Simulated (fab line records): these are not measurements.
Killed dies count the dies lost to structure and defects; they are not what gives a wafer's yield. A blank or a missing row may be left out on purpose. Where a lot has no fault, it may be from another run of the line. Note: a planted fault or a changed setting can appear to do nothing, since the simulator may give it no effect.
Chamber matching || flow n5-finfet || N5_STI_FIN_REVEAL_ALD_00 on ald-sin-04 has 4 sister chambers
The step deposits SiO2, target thk 1 nm, pulse time 1 s. 4 wafers are shown with their chamber, then 7 later ones without.

WAFERS, EACH WITH ITS CHAMBER
{"wafer": "L084.4", "chamber": 2, "heater-power-outer-w (W)": 255}
{"wafer": "L091.4", "chamber": 3, "heater-power-outer-w (W)": 246}
{"wafer": "L092.1", "chamber": 1, "heater-power-outer-w (W)": 290}
{"wafer": "L092.3", "chamber": 0, "heater-power-outer-w (W)": 280}

WAFERS WITHOUT THEIR CHAMBER
{"wafer": "L092.6", "heater-power-outer-w (W)": 242}
{"wafer": "L093.2", "heater-power-outer-w (W)": 300}
{"wafer": "L093.4", "heater-power-outer-w (W)": 253}
{"wafer": "L093.6", "heater-power-outer-w (W)": 298}
{"wafer": "L097.1", "heater-power-outer-w (W)": 288}
{"wafer": "L097.3", "heater-power-outer-w (W)": 274}
{"wafer": "L097.5", "heater-power-outer-w (W)": 248}

WHICH CHAMBER EACH WENT THROUGH
{"wafer": "L092.6", "from the rows above": "can't be placed: 3 or 2", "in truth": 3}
{"wafer": "L093.2", "from the rows above": "can't be placed: 1 or 0", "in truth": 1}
{"wafer": "L093.4", "from the rows above": "can't be placed: 2 or 3", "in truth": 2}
{"wafer": "L093.6", "from the rows above": "can't be placed: 1 or 0", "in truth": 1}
{"wafer": "L097.1", "from the rows above": "can't be placed: 1 or 0", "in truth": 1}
{"wafer": "L097.3", "from the rows above": "can't be placed: 0 or 1", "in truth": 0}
{"wafer": "L097.5", "from the rows above": "can't be placed: 3 or 2", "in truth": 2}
Correct placement for 0 of the 7. Can't be placed from these rows: 7 (the true chamber is among the candidates in 7). Number placed wrongly: 0.
How it was worked out, from the rows above alone: a wafer's distance from a chamber is the root of the sum, over the readings, of the square of ((its reading less the chamber's mean) divided by the reading's scatter). If the next closest chamber is less than 2 further off than the closest, the wafer can't be placed; otherwise it belongs to the closest. For every chamber, the mean is computed from those of its wafers that are shown. The scatter: with one shown wafer a chamber, the root of the mean of the squares of how far each hidden wafer lies from its nearest shown one.
